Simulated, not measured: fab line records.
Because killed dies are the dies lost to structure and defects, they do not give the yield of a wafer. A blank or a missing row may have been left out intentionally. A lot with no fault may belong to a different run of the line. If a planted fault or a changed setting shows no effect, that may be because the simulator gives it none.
Comparing a struck lot with a sound one ; flow n5-finfet ; 16 steps out of a route of 1938
Sound: the wafers L789.1, L789.2, L789.5. Wafers struck: L802.1, L802.6. At the end, the cause is stated.
For every step that has rows: the tool of each side, followed by ch and its chambers, followed by its first start. Under that, the readings that differ: sound wafers ; struck wafers ; difference of the means ; sigmas: that difference in standard deviations of wafers without a fault.
alike: readings whose means differ by less than 2 such deviations, and words and numbers that are the same on both sides. not compared: withheld readings, readings that some wafer has no value for, bounds like >300 that may hide the same value, and numbers for which the record gives no deviation and whose values overlap.
A row with sigmas, a row that says differs or no value, or rows on one side alone: a step with any of these is where the two part. When numbers do not overlap yet have no deviation, they are printed without sigmas and do not part them. A reading missing from all wafers of one side parts the sides only when that side holds two or more wafers.

first, 8 steps without rows for these wafers: N5_BEOL_M0_SAQP_COAT_81 (time 60 s, resist thk 100 nm); N5_BEOL_M0_SAQP_COAT_82 (time 60 s, resist thk 30 nm); N5_BEOL_M0_SAQP_COAT_08 (resist thk 90 nm); N5_BEOL_M0_SAQP_EBR_10; N5_BEOL_M0_SAQP_SOFTBAKE_09 (time 60 s); N5_BEOL_M0_SAQP_EXPOSE_11 (exposes mask M0 CORE, target cd 42 nm); N5_BEOL_M0_SAQP_PEB_12 (peb time 60 s); N5_BEOL_M0_SAQP_DEVELOP_13 (develop time 30 s).
N5_BEOL_M0_SAQP_CD_MEAS_14: target cd 42.5 nm.
  sound on cd-sem-01 ch 0, day 5 17:01; struck on cd-sem-01 ch 0, day 9 07:47
  alike: cd-nm
N5_BEOL_M0_SAQP_OVL_MEAS_15:
  sound on overlay-01 ch 0, day 5 17:04; struck on overlay-01 ch 0, day 9 07:49
reading;sound;struck;difference;sigmas
M0_CORE_OVL (nm);-0.5 -2.0 -1.5;-0.1 0.5;+1.5;+2
N5_BEOL_M0_SAQP_INSPECT_16: inspects for defects (brightfield).
  struck on defect-inspect-02, day 9 07:51; sound on defect-inspect-01, day 5 17:05
  alike: raw-defect-count
N5_BEOL_M0_SAQP_DESCUM_19: chemistry O2, time 7.9 s.
  sound on rie-diel-06 ch 2,3, day 5 17:07; struck on rie-diel-06 ch 0,2, day 9 08:01
  alike: drypump-motor-current-A, o2-flow-sccm, oes-product-au, rf-vpp-V, showerhead-plenum-p-Torr, throttle-valve-pct
  not compared: rf-hours-counter-h
N5_BEOL_M0_SAQP_ETCH_83: etches SiARC in CF4, target depth 39 nm, time 65 s.
  sound on rie-diel-06 ch 2,3, day 5 17:10; struck on rie-diel-06 ch 0,2, day 9 08:02
reading;sound;struck;difference;sigmas
etch-rf-on-time-s (s);65.0 66.4 65.8;123.2 124.1;+57.9;+41
  alike: drypump-motor-current-A, oes-product-au, rf-vpp-V, showerhead-plenum-p-Torr, throttle-valve-pct
  not compared: rf-hours-counter-h
N5_BEOL_M0_SAQP_ETCH_84: etches SOC in N2/H2, target depth 100 nm, overetch 20 nm, time 150 s.
  sound on rie-diel-06 ch 2,3, day 5 17:13; struck on rie-diel-06 ch 0,2, day 9 08:05
  alike: drypump-motor-current-A, oes-product-au, rf-vpp-V, showerhead-plenum-p-Torr, throttle-valve-pct
  not compared: rf-hours-counter-h
-- a jump in the record: the struck wafers' starts before and after are 5 days apart (it breaks off in module BEOL_M0_SAQP and resumes in module BEOL_M4, where the first step shown is number 1111 of the route) --
N5_BEOL_M4_RC_MEAS_101:
  sound on prober-01 ch 0, day 10 13:35; struck on prober-02 ch 0, day 14 08:08
reading;sound;struck;difference;sigmas
DIBL_N (mV/V);38.7 36.7 37.5;33.8 34.1;-3.7;-2
DIBL_P (mV/V);40.1 37.1 37.5;32.9 33.1;-5.2;-2
  alike: IOFF_N, IOFF_P, ION_N, ION_P, SS_N, SS_P, VT_N, VT_P
-- the record jumps here: 4 days lie between the struck wafers' starts before and after (it left off in module BEOL_M4 and takes up again in module PASSIVATION, whose first step shown is number 1936 of the route) --
N5_PASSIVATION_PROBE_49:
  struck on prober-02, day 18 16:58; sound on prober-01, day 15 06:02
  alike: defect-limited-yield, killed_at_M0_to_M3, killed_at_M4_up, killed-at-contacts, killed-at-front-end, killed-at-other, killed-dies, killed-open, killed-short, sort_bin_5_function, sort_bin_6_memory, sort-n-pass, sort-yield-pct

WHERE THEY PART
Earliest at N5_BEOL_M0_SAQP_OVL_MEAS_15; latest, in this record, at N5_BEOL_M4_RC_MEAS_101. Later steps at which nothing parts them and some readings are alike: N5_PASSIVATION_PROBE_49.

WHY: the cause the simulator had injected
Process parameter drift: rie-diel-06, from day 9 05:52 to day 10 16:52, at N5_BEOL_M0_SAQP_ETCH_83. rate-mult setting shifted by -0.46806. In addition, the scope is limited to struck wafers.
